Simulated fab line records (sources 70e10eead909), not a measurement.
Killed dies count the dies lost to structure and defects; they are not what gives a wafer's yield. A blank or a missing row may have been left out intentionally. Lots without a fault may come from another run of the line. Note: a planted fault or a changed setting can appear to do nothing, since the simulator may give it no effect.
Which of the tools did it?	flow nand_harc	21 lots with 63 wafers sampled at 6 steps, on a route of 1302 steps

## WHAT THE GAUGES SHOWED, per wafer
The record holds no reading of a measuring or inspecting step that can be judged against a usual standard deviation.

## WHICH TOOL RAN EACH LOT (tool, then ch and the chambers of the sampled wafers, then the start)
lot	NHARC_P_STI_ETCH_31	NHARC_P_GATE_ETCHBACK_37	NHARC_P_GATE_STRIP_101	NHARC_P_GATE_DESCUM_61	NHARC_P_GATE_STRIP_113	NHARC_P_GATE_STRIP_95
L074	rie_diel-06 ch 2,3, day 5 11:23 or earlier	rie_diel-02 ch 0,2,3, day 5 11:23 or earlier	rie_diel-02 ch 0,1,2, day 5 11:23	rie_diel-10 ch 0,1,2, day 5 14:10	plasma_asher-02 ch 0,1, day 5 16:28	plasma_asher-02 ch 0,1, day 5 16:51
L075	rie_diel-06 ch 0,1,2, day 6 02:12 or earlier	rie_diel-10 ch 0,2, day 6 02:12 or earlier	rie_diel-10 ch 1,2, day 6 02:12	rie_diel-10 ch 0,1,2, day 6 04:57	plasma_asher-01 ch 0,1, day 6 07:04	plasma_asher-01 ch 0,1, day 6 07:47
L076	rie_diel-09 ch 1,3, day 6 06:43 or earlier	rie_diel-02 ch 0,2,3, day 6 06:43 or earlier	rie_diel-02 ch 0,3, day 6 06:43	rie_diel-02 ch 1,2,3, day 6 09:20	plasma_asher-02 ch 0,1, day 6 11:32	plasma_asher-02 ch 0,1, day 6 12:09
L077	rie_diel-05 ch 0,2,3, day 6 19:44 or earlier	rie_diel-02 ch 1,2,3, day 6 19:44 or earlier	rie_diel-02 ch 0,2,3, day 6 19:44	rie_diel-07 ch 1,2,3, day 6 22:35	plasma_asher-02 ch 0,1, day 7 00:39	plasma_asher-02 ch 0,1, day 7 01:16
L078	rie_diel-06 ch 1,2,3, day 6 23:04 or earlier	rie_diel-02 ch 0,1,2, day 6 23:04 or earlier	rie_diel-02 ch 0,2,3, day 6 23:04	rie_diel-10 ch 0,1,2, day 7 01:47	plasma_asher-01 ch 0,1, day 7 03:44	plasma_asher-01 ch 0,1, day 7 04:27
L079	rie_diel-09 ch 1,3, day 7 11:48 or earlier	rie_diel-02 ch 0,1,3, day 7 11:48 or earlier	rie_diel-02 ch 0,2,3, day 7 11:48	rie_diel-07 ch 0,3, day 7 14:31	plasma_asher-02 ch 0,1, day 7 16:35	plasma_asher-02 ch 0,1, day 7 17:19
L080	rie_diel-06 ch 0,1,2, day 7 23:56 or earlier	rie_diel-10 ch 0,1,2, day 7 23:56 or earlier	rie_diel-10 ch 0,1,3, day 7 23:56	rie_diel-07 ch 0,3, day 8 02:31	plasma_asher-02 ch 0,1, day 8 06:03	plasma_asher-02 ch 0,1, day 8 06:39
L081	rie_diel-09 ch 2,3, day 8 13:26 or earlier	rie_diel-10 ch 1,2, day 8 13:26 or earlier	rie_diel-10 ch 0,1,3, day 8 13:26	rie_diel-07 ch 1,2,3, day 8 16:19	plasma_asher-01 ch 0,1, day 8 18:29	plasma_asher-01 ch 0,1, day 8 19:05
L082	rie_diel-09 ch 0,1,3, day 8 21:51 or earlier	rie_diel-10 ch 0,1,3, day 8 21:51 or earlier	rie_diel-10 ch 0,1,3, day 8 21:51	rie_diel-10 ch 1,2,3, day 9 00:34	plasma_asher-01 ch 0,1, day 9 02:38	plasma_asher-01 ch 0,1, day 9 03:20
L083	rie_diel-09 ch 0,1,3, day 9 01:23 or earlier	rie_diel-02 ch 0,2,3, day 9 01:23 or earlier	rie_diel-02 ch 0,1,2, day 9 01:23	rie_diel-02 ch 0,1,2, day 9 04:15	plasma_asher-02 ch 0,1, day 9 06:20	plasma_asher-02 ch 0,1, day 9 07:02
L084	rie_diel-06 ch 1,2,3, day 9 23:59 or earlier	rie_diel-07 ch 0,1,2, day 9 23:59 or earlier	rie_diel-07 ch 1,3, day 9 23:59	rie_diel-10 ch 2,3, day 10 02:43	plasma_asher-02 ch 0,1, day 10 04:47	plasma_asher-02 ch 0,1, day 10 05:30
L085	rie_diel-09 ch 1,2,3, day 10 02:26 or earlier	rie_diel-10 ch 0,2, day 10 02:26 or earlier	rie_diel-10 ch 0,2,3, day 10 02:26	rie_diel-07 ch 0,1,2, day 10 05:16	plasma_asher-02 ch 0,1, day 10 07:52	plasma_asher-02 ch 0,1, day 10 08:35
L087	rie_diel-06 ch 1,2, day 11 01:22 or earlier	rie_diel-10 ch 2,3, day 11 01:22 or earlier	rie_diel-10 ch 0,1, day 11 01:22	rie_diel-02 ch 1,2,3, day 11 04:13	plasma_asher-02 ch 0,1, day 11 06:16	plasma_asher-02 ch 0,1, day 11 06:52
L089	rie_diel-09 ch 1,2, day 11 15:53 or earlier	rie_diel-07 ch 0,2,3, day 11 15:53 or earlier	rie_diel-07 ch 0,1, day 11 15:53	rie_diel-02 ch 1,2, day 11 18:55	plasma_asher-02 ch 0,1, day 11 21:06	plasma_asher-02 ch 0,1, day 11 21:43
L090	rie_diel-05 ch 1,2,3, day 12 10:17 or earlier	rie_diel-07 ch 2,3, day 12 10:17 or earlier	rie_diel-07 ch 0,1,3, day 12 10:17	rie_diel-10 ch 0,3, day 12 13:07	plasma_asher-01 ch 0,1, day 12 15:11	plasma_asher-01 ch 0,1, day 12 15:55
L091	rie_diel-09 ch 0,1,2, day 12 14:23 or earlier	rie_diel-02 ch 0,2,3, day 12 14:23 or earlier	rie_diel-02 ch 1,2,3, day 12 14:23	rie_diel-07 ch 0,3, day 12 17:05	plasma_asher-01 ch 0,1, day 12 19:19	plasma_asher-01 ch 0,1, day 12 19:56
L092	rie_diel-06 ch 1,2,3, day 13 10:14 or earlier	rie_diel-10 ch 1,2, day 13 10:14 or earlier	rie_diel-10 ch 0,1,2, day 13 10:14	rie_diel-10 ch 1,2, day 13 13:05	plasma_asher-01 ch 0,1, day 13 15:24	plasma_asher-01 ch 0,1, day 13 15:53
L093	rie_diel-06 ch 1,3, day 13 14:48 or earlier	rie_diel-02 ch 1,2, day 13 14:48 or earlier	rie_diel-02 ch 1,2, day 13 14:48	rie_diel-07 ch 0,1,2, day 13 17:38	plasma_asher-02 ch 1, day 13 19:52	plasma_asher-02 ch 1, day 13 20:29
L095	rie_diel-09 ch 1,2,3, day 14 01:17 or earlier	rie_diel-10 ch 0,1,3, day 14 01:17 or earlier	rie_diel-10 ch 0,2,3, day 14 01:17	rie_diel-02 ch 0,1,2, day 14 04:00	plasma_asher-02 ch 0,1, day 14 06:11	plasma_asher-02 ch 0,1, day 14 06:47
L096	rie_diel-06 ch 0,1, day 14 15:51 or earlier	rie_diel-07 ch 0,1,2, day 14 15:51 or earlier	rie_diel-07 ch 1,3, day 14 15:51	rie_diel-07 ch 0,1,2, day 14 18:35	plasma_asher-01 ch 0,1, day 14 20:39	plasma_asher-01 ch 0,1, day 14 21:22
L097	rie_diel-06 ch 0,2,3, day 15 01:46 or earlier	rie_diel-02 ch 0,1,3, day 15 01:46 or earlier	rie_diel-02 ch 1,2,3, day 15 01:46	rie_diel-07 ch 0,1,3, day 15 05:37	plasma_asher-02 ch 0,1, day 15 07:59	plasma_asher-02 ch 0,1, day 15 08:41
- NHARC_P_STI_ETCH_31: etches the open film in CF4/CHF3, target depth 108.9 nm, time 54.5 s.
- NHARC_P_GATE_ETCHBACK_37: etches the open film in CHF3/O2, target depth 34.5 nm, time 17.2 s.
- NHARC_P_GATE_STRIP_101: strips in O2, time 20 s.
- NHARC_P_GATE_DESCUM_61: chemistry O2, time 3 s.
- NHARC_P_GATE_STRIP_113: strips in N2/H2, time 740 s.
- NHARC_P_GATE_STRIP_95: strips in O2.

## WHAT THE TOOLS THEMSELVES READ (means of the sampled wafers that have a number; where no wafer has one, the mark that the record gives instead)
NHARC_P_STI_ETCH_31. Usual: bias_w 200.0 W, standard deviation 0.62; drypump_motor_current_A 5.7 A, standard deviation 0.52; oes_product_au 0.956 a.u., standard deviation 0.022; rf_vpp_V 370.4 V, standard deviation 2.2; showerhead_plenum_p_Torr 1.57 Torr, standard deviation 0.061; throttle_valve_pct 16.803 %, standard deviation 0.0085.
lot	tool	bias_w (W)	drypump_motor_current_A (A)	oes_product_au (a.u.)	rf_vpp_V (V)	showerhead_plenum_p_Torr (Torr)	throttle_valve_pct (%)	flag
L074	rie_diel-06	199.3	6.4	0.950	370.0	1.57	16.808	
L075	rie_diel-06	200.1	6.0	0.956	372.4	1.59	16.796	
L076	rie_diel-09	199.6	5.3	0.962	370.1	1.54	16.803	
L077	rie_diel-05	200.2	5.4	0.972	369.0	1.54	16.807	
L078	rie_diel-06	200.4	6.0	0.918	372.3	1.61	16.800	
L079	rie_diel-09	199.8	5.3	0.976	370.4	1.54	16.801	
L080	rie_diel-06	200.1	5.9	0.951	371.1	1.59	16.805	
L081	rie_diel-09	199.9	5.5	0.982	367.8	1.52	16.803	
L082	rie_diel-09	199.9	5.6	0.935	369.3	1.52	16.807	
L083	rie_diel-09	200.4	5.6	0.980	367.7	1.52	16.802	
L084	rie_diel-06	199.6	5.9	0.959	372.0	1.61	16.803	
L085	rie_diel-09	200.2	5.3	0.976	369.8	1.54	16.806	
L087	rie_diel-06	199.6	6.3	0.947	370.7	1.57	16.810	
L089	rie_diel-09	200.7	5.1	0.965	370.3	1.57	16.811	
L090	rie_diel-05	199.8	5.7	0.966	369.9	1.55	16.806	
L091	rie_diel-09	200.1	5.4	0.980	369.5	1.54	16.798	
L092	rie_diel-06	199.6	6.0	0.954	371.9	1.61	16.802	
L093	rie_diel-06	200.1	5.6	0.917	373.3	1.65	16.806	
L095	rie_diel-09	200.3	5.3	0.932	369.7	1.54	16.803	
L096	rie_diel-06	200.6	5.5	0.923	372.5	1.63	16.805	
L097	rie_diel-06	200.2	6.1	0.963	370.3	1.58	16.804	

NHARC_P_GATE_ETCHBACK_37. Usual: bias_w 200.0 W, standard deviation 0.63; drypump_motor_current_A 5.6 A, standard deviation 0.36; oes_product_au 0.94 a.u., standard deviation 0.03; rf_vpp_V 371.2 V, standard deviation 2.1; showerhead_plenum_p_Torr 2.44 Torr, standard deviation 0.085; throttle_valve_pct 20.573 %, standard deviation 0.0089.
lot	tool	bias_w (W)	drypump_motor_current_A (A)	oes_product_au (a.u.)	rf_vpp_V (V)	showerhead_plenum_p_Torr (Torr)	throttle_valve_pct (%)	flag
L074	rie_diel-02	200.1	5.6	0.93	369.5	2.37	20.572	
L075	rie_diel-10	200.7	5.5	0.92	371.6	2.50	20.569	
L076	rie_diel-02	200.1	5.6	0.93	370.6	2.37	20.577	
L077	rie_diel-02	200.2	5.8	0.93	372.7	2.42	20.577	
L078	rie_diel-02	199.9	5.6	0.95	371.4	2.45	20.571	
L079	rie_diel-02	200.5	5.4	1.01	370.4	2.39	20.576	
L080	rie_diel-10	199.8	5.6	0.94	371.6	2.44	20.575	
L081	rie_diel-10	200.2	5.6	0.93	373.5	2.50	20.572	
L082	rie_diel-10	200.1	5.7	1.00	371.3	2.42	20.577	
L083	rie_diel-02	200.0	5.6	0.95	369.5	2.37	20.577	
L084	rie_diel-07	199.6	5.4	0.92	372.2	2.48	20.571	
L085	rie_diel-10	199.6	5.4	0.92	370.9	2.44	20.568	
L087	rie_diel-10	200.1	5.6	0.92	372.5	2.53	20.576	
L089	rie_diel-07	200.1	5.9	0.91	371.7	2.45	20.569	
L090	rie_diel-07	200.0	6.0	0.91	372.6	2.50	20.578	
L091	rie_diel-02	200.1	5.6	0.93	369.8	2.37	20.576	
L092	rie_diel-10	200.2	5.7	0.99	373.0	2.50	20.576	
L093	rie_diel-02	200.0	5.9	1.00	371.9	2.48	20.577	
L095	rie_diel-10	199.8	5.7	0.99	371.2	2.41	20.574	
L096	rie_diel-07	198.9	5.4	0.91	372.8	2.48	20.570	
L097	rie_diel-02	199.6	5.4	0.93	369.7	2.39	20.572	

NHARC_P_GATE_STRIP_101. Usual: drypump_motor_current_A 5.6 A, standard deviation 0.36; oes_product_au 1.005 a.u., standard deviation 0.0093; rf_vpp_V 57.9 V, standard deviation 0.9; showerhead_plenum_p_Torr 3.57 Torr, standard deviation 0.12; throttle_valve_pct 17.038 %, standard deviation 0.0092.
lot	tool	drypump_motor_current_A (A)	oes_product_au (a.u.)	rf_vpp_V (V)	showerhead_plenum_p_Torr (Torr)	throttle_valve_pct (%)	flag
L074	rie_diel-02	5.6	1.007	58.5	3.60	17.046	
L075	rie_diel-10	5.8	1.006	57.3	3.59	17.044	
L076	rie_diel-02	5.4	1.023	57.5	3.41	17.038	
L077	rie_diel-02	5.6	1.006	57.5	3.49	17.035	
L078	rie_diel-02	5.6	1.008	57.2	3.49	17.032	
L079	rie_diel-02	5.6	1.017	57.5	3.49	17.043	
L080	rie_diel-10	5.7	1.011	57.8	3.55	17.029	
L081	rie_diel-10	5.7	1.017	58.1	3.55	17.026	
L082	rie_diel-10	5.7	1.009	58.5	3.55	17.045	
L083	rie_diel-02	5.6	1.007	57.3	3.59	17.032	
L084	rie_diel-07	5.8	1.013	57.7	3.62	17.036	
L085	rie_diel-10	5.6	1.002	58.8	3.63	17.043	
L087	rie_diel-10	5.6	1.003	58.0	3.50	17.026	
L089	rie_diel-07	5.3	1.006	58.3	3.56	17.045	
L090	rie_diel-07	5.5	0.998	56.6	3.59	17.038	
L091	rie_diel-02	5.8	1.008	58.2	3.55	17.045	
L092	rie_diel-10	5.6	0.991	57.8	3.59	17.042	
L093	rie_diel-02	5.8	1.003	57.8	3.66	17.037	
L095	rie_diel-10	5.6	1.009	57.9	3.63	17.048	
L096	rie_diel-07	5.2	0.996	58.4	3.66	17.036	
L097	rie_diel-02	5.8	1.006	58.5	3.55	17.039	

NHARC_P_GATE_DESCUM_61. Usual: drypump_motor_current_A 5.6 A, standard deviation 0.41; oes_product_au 1.000 a.u., standard deviation 0.01; rf_vpp_V 58.0 V, standard deviation 0.84; showerhead_plenum_p_Torr 1.95 Torr, standard deviation 0.069; throttle_valve_pct 11.310 %, standard deviation 0.0089.
lot	tool	drypump_motor_current_A (A)	oes_product_au (a.u.)	rf_vpp_V (V)	showerhead_plenum_p_Torr (Torr)	throttle_valve_pct (%)	flag
L074	rie_diel-10	5.6	0.998	57.1	1.95	11.310	
L075	rie_diel-10	5.6	0.998	58.4	1.95	11.309	
L076	rie_diel-02	5.7	0.995	57.9	1.93	11.308	
L077	rie_diel-07	5.6	1.001	57.5	2.00	11.314	
L078	rie_diel-10	5.6	1.013	57.3	1.95	11.304	
L079	rie_diel-07	5.8	0.993	57.2	1.91	11.309	
L080	rie_diel-07	5.8	0.998	58.3	1.91	11.317	
L081	rie_diel-07	5.6	0.994	58.4	2.00	11.301	
L082	rie_diel-10	5.7	1.014	58.4	1.98	11.308	
L083	rie_diel-02	5.6	1.006	58.1	1.95	11.309	
L084	rie_diel-10	5.6	1.006	58.8	2.03	11.310	
L085	rie_diel-07	5.4	1.002	58.1	1.98	11.310	
L087	rie_diel-02	5.8	1.002	57.9	1.93	11.310	
L089	rie_diel-02	5.9	0.997	58.6	1.98	11.304	
L090	rie_diel-10	5.5	1.001	57.6	1.92	11.308	
L091	rie_diel-07	5.8	0.997	58.7	1.91	11.313	
L092	rie_diel-10	5.8	0.993	58.1	1.95	11.306	
L093	rie_diel-07	5.4	1.000	58.9	1.98	11.323	
L095	rie_diel-02	5.6	1.008	58.0	1.95	11.306	
L096	rie_diel-07	5.4	0.999	57.9	1.98	11.306	
L097	rie_diel-07	5.5	0.990	57.7	1.95	11.306	

NHARC_P_GATE_STRIP_113. Usual: drypump_motor_current_A 5.3 A, standard deviation 0.34; heater_power_w 85 W, standard deviation 13.
lot	tool	drypump_motor_current_A (A)	heater_power_w (W)	flag
L074	plasma_asher-02	5.0	74	
L075	plasma_asher-01	5.5	92	
L076	plasma_asher-02	5.0	74	
L077	plasma_asher-02	5.0	74	
L078	plasma_asher-01	5.5	92	
L079	plasma_asher-02	5.2	77	
L080	plasma_asher-02	5.2	80	
L081	plasma_asher-01	5.5	92	
L082	plasma_asher-01	5.6	91	
L083	plasma_asher-02	5.0	74	
L084	plasma_asher-02	5.0	76	
L085	plasma_asher-02	5.0	75	
L087	plasma_asher-02	5.3	79	
L089	plasma_asher-02	5.3	80	
L090	plasma_asher-01	5.4	101	
L091	plasma_asher-01	5.5	91	
L092	plasma_asher-01	5.5	92	
L093	plasma_asher-02	4.8	72	
L095	plasma_asher-02	5.0	76	
L096	plasma_asher-01	5.5	91	
L097	plasma_asher-02	5.0	75	

NHARC_P_GATE_STRIP_95. Usual: drypump_motor_current_A 5.3 A, standard deviation 0.34; heater_power_w 317 W, standard deviation 49.
lot	tool	drypump_motor_current_A (A)	heater_power_w (W)	flag
L074	plasma_asher-02	5.0	274	
L075	plasma_asher-01	5.6	341	
L076	plasma_asher-02	5.0	281	
L077	plasma_asher-02	5.0	281	
L078	plasma_asher-01	5.5	341	
L079	plasma_asher-02	5.3	297	
L080	plasma_asher-02	5.2	296	
L081	plasma_asher-01	5.5	342	
L082	plasma_asher-01	5.6	342	
L083	plasma_asher-02	5.0	277	
L084	plasma_asher-02	5.0	275	
L085	plasma_asher-02	5.0	280	
L087	plasma_asher-02	5.2	294	
L089	plasma_asher-02	5.2	298	
L090	plasma_asher-01	5.4	367	
L091	plasma_asher-01	5.6	343	
L092	plasma_asher-01	5.5	344	
L093	plasma_asher-02	4.8	268	
L095	plasma_asher-02	5.0	280	
L096	plasma_asher-01	5.5	340	
L097	plasma_asher-02	5.0	283	

## THE ANSWER, worked out from the rows above alone
Rule: lot off if the mean of its wafers having a number is beyond 3 standard deviations from the usual mean. A lot without any number at a reading at which 4 lots or more have one is off too. Any other lot the step has rows for is counted as sound. After the gauges, taken in route order, come the tools' own readings; for these a lot's mean is taken, as printed above. The first step at which some lot is off is used, and at that step the reading that is off furthest; a lot without a number counts as furthest.
None of the lots is off at any reading shown; this tells nothing.

## WHAT HAD BEEN PUT IN BY THE SIMULATOR
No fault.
